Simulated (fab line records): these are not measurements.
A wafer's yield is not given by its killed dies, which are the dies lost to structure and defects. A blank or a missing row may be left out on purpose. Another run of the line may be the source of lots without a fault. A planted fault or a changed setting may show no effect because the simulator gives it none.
Chamber matching    flow nand_harc    NHARC_A_CONTACT_DESCUM_47 on rie_diel-02 has 4 sister chambers
The step chemistry O2, time 3 s. 4 wafers are shown with their chamber, then 12 later ones without.

WAFERS WITH THEIR CHAMBER
wafer   chamber  drypump_motor_current_A (A)
L088.2  2        5.1
L091.6  3        6.1
L090.3  1        6.3
L090.5  0        5.8

WAFERS WITH NO CHAMBER GIVEN
wafer   drypump_motor_current_A (A)
L092.1  5.8
L092.5  5.1
L092.6  6.2
L094.2  6.2
L094.4  5.8
L094.5  5.8
L096.1  6.1
L096.3  5.8
L096.6  6.2
L097.1  6.1
L097.2  6.3
L097.6  5.1

CHAMBER TAKEN BY EACH
wafer   from the rows above      in truth
L092.1  0                        0
L092.5  2                        2
L092.6  can't be placed: 1 or 3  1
L094.2  can't be placed: 1 or 3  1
L094.4  0                        0
L094.5  0                        0
L096.1  3                        3
L096.3  0                        0
L096.6  can't be placed: 1 or 3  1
L097.1  3                        3
L097.2  1                        1
L097.6  2                        2
Placed correctly: 9 of 12. Can't be placed from these rows: 3 (the true chamber is among the candidates in 3). Placed wrongly: 0.
How it was worked out, from the rows above alone: a wafer's distance from a chamber is the root of the sum, over the readings, of the square of ((its reading less the chamber's mean) divided by the reading's scatter). The wafer belongs to the nearest chamber; if the next one is less than 2 further off, it can't be placed. For every chamber, the mean is computed from those of its wafers that are shown. The scatter (one wafer shown for each chamber): square how far every hidden wafer sits from the nearest shown wafer, average those squares and take the square root.
